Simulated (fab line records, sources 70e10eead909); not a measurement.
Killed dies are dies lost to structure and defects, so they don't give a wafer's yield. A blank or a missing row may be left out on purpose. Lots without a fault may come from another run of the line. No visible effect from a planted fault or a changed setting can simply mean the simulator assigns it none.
Commonality check across tools + flow nand harc + 14 lots and 42 wafers in the sample

REASON FOR OPENING
Flagged at NHARC_A_ONON_D1_THK_MEAS_21: reading thk nm, on 2 of 14 lots. No-fault wafers: 1000 nm, standard deviation 10.
Rule: a lot gets a flag if all its wafers with a number sit over 4 standard deviations from that mean, or if no wafer of it has a number. The rest of the lots are taken to be sound.

| lot  | measured     | on            | thk nm (nm), wafer by wafer | flag    |
|------|--------------|---------------|-----------------------------|---------|
| L269 | day 8 06:34  | film metro-02 | 990 991 990                 |         |
| L271 | day 8 22:52  | film metro-02 | 1022 1024 1022              |         |
| L272 | day 9 13:13  | film metro-01 | 996 994 996                 |         |
| L274 | day 10 01:38 | film metro-01 | 1015 1013 1014              |         |
| L275 | day 11 02:27 | film metro-01 | 913 912 912                 | FLAGGED |
| L278 | day 11 20:00 | film metro-01 | 925 925 926                 | FLAGGED |
| L282 | day 14 09:10 | film metro-01 | 995 995 994                 |         |
| L284 | day 14 17:55 | film metro-01 | 975 976 975                 |         |
| L285 | day 15 01:09 | film metro-01 | 997 995 994                 |         |
| L286 | day 15 12:26 | film metro-01 | 1017 1017 1019              |         |
| L287 | day 15 20:22 | film metro-02 | 1002 999 1001               |         |
| L289 | day 16 22:03 | film metro-01 | 1002 1002 1001              |         |
| L290 | day 17 01:32 | film metro-01 | 991 992 994                 |         |
| L291 | day 17 11:55 | film metro-01 | 1008 1008 1008              |         |
On average the flagged lots' numbers are 919 nm, which is -81 nm against the usual, or -8 standard deviations.

LOT BY LOT: THE TOOL USED
The record keeps 1 process step preceding the reading, out of 1302 steps on the route. Read each cell as the tool, then ch plus the chambers that the sampled wafers visited, then the start.
| lot  | flag    | NHARC_A_ONON_D1_DEP_19           |
|------|---------|----------------------------------|
| L269 |         | pecvd onon-02 ch 0, day 8 06:07  |
| L271 |         | pecvd onon-04 ch 0, day 8 22:25  |
| L272 |         | pecvd onon-04 ch 0, day 9 12:42  |
| L274 |         | pecvd onon-02 ch 0, day 10 01:11 |
| L275 | FLAGGED | pecvd onon-01 ch 0, day 11 01:56 |
| L278 | FLAGGED | pecvd onon-01 ch 0, day 11 19:33 |
| L282 |         | pecvd onon-01 ch 0, day 14 08:46 |
| L284 |         | pecvd onon-01 ch 0, day 14 17:28 |
| L285 |         | pecvd onon-01 ch 0, day 15 00:38 |
| L286 |         | pecvd onon-04 ch 0, day 15 11:59 |
| L287 |         | pecvd onon-01 ch 0, day 15 19:50 |
| L289 |         | pecvd onon-01 ch 0, day 16 21:39 |
| L290 |         | pecvd onon-01 ch 0, day 17 01:02 |
| L291 |         | pecvd onon-02 ch 0, day 17 11:28 |
What is done by these steps:
- NHARC_A_ONON_D1_DEP_19: target thk 1000 nm.
- NHARC_A_ONON_D1_THK_MEAS_21: measures by ellipsometry.

FLAGGED AGAINST TOTAL, ONE TOOL AT A TIME (gauges that did the reading follow at the end)
| step                        | tool          | lots run | flagged | share of the flagged lots | sound lots run after its first flagged lot |
|-----------------------------|---------------|----------|---------|---------------------------|--------------------------------------------|
| NHARC_A_ONON_D1_DEP_19      | pecvd onon-01 | 8        | 2       | all                       | 6 (L282,L284,L285,L287,L289,L290)          |
| NHARC_A_ONON_D1_DEP_19      | pecvd onon-02 | 3        | 0       | none                      | -                                          |
| NHARC_A_ONON_D1_DEP_19      | pecvd onon-04 | 3        | 0       | none                      | -                                          |
| NHARC_A_ONON_D1_THK_MEAS_21 | film metro-01 | 11       | 2       | all                       | 7 (L282,L284,L285,L286,L289,L290,L291)     |
| NHARC_A_ONON_D1_THK_MEAS_21 | film metro-02 | 3        | 0       | none                      | -                                          |

WHAT THE TABLE PERMITS
2 rows of the table ran every flagged lot: pecvd onon-01 at NHARC_A_ONON_D1_DEP_19, film metro-01 at NHARC_A_ONON_D1_THK_MEAS_21.
- pecvd onon-01 at NHARC_A_ONON_D1_DEP_19: 2 of its 8 lots flagged. Sound lots followed the first flagged one (L282, L284, L285, L287, L289, L290) on it, something a lasting fault affecting the whole tool could not allow.
- film metro-01 at NHARC_A_ONON_D1_THK_MEAS_21: 2 of its 11 lots flagged. Sound lots followed the first flagged one (L282, L284, L285, L286, L289, L290, L291) on it, something a lasting fault affecting the whole tool could not allow.
None of the table's rows ran every flagged lot and, after the first, no sound lot.

WHAT WAS PUT IN BY THE SIMULATOR
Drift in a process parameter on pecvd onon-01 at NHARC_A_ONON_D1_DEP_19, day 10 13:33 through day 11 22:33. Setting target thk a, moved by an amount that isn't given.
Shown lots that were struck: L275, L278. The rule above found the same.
